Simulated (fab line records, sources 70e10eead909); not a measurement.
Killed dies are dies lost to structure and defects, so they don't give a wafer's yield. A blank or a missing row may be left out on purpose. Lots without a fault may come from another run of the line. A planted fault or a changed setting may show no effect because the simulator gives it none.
Chamber matching | flow nand_harc | NHARC_P_BONDPAD_ACTIVATE_29 on rie_diel-05: 3 sister chambers
The step chemistry N2, time 60 s. 3 wafers are shown with their chamber, then 7 later ones without.

WAFERS WITH THEIR CHAMBER
wafer  | chamber | drypump_motor_current_A (A)
L084.6 | 1       | 5.82
L085.5 | 2       | 5.86
L089.2 | 3       | 5.38

WAFERS WITHOUT THEIR CHAMBER
wafer  | drypump_motor_current_A (A)
L089.3 | 5.86
L089.5 | 5.85
L090.2 | 5.89
L090.3 | 5.34
L090.4 | 5.83
L097.3 | 5.90
L097.5 | 5.92

WHICH CHAMBER EACH WENT THROUGH
wafer  | from the rows above     | in truth
L089.3 | can't be placed: 2 or 1 | 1
L089.5 | can't be placed: 2 or 1 | 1
L090.2 | can't be placed: 2 or 1 | 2
L090.3 | 3                       | 3
L090.4 | can't be placed: 1 or 2 | 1
L097.3 | can't be placed: 2 or 1 | 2
L097.5 | can't be placed: 2 or 1 | 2
Placed correctly: 1 of 7. Can't be placed from these rows: 6 (the true chamber is among the candidates in 6). Placed wrongly: 0.
How it was worked out, from the rows above alone: a wafer's distance from a chamber is the root of the sum, over the readings, of the square of ((its reading less the chamber's mean) divided by the reading's scatter). The wafer belongs to the nearest chamber; if the next one is less than 2 further off, it can't be placed. A chamber's mean is the mean of its shown wafers. The scatter: with one shown wafer a chamber, the root of the mean of the squares of how far each hidden wafer lies from its nearest shown one.
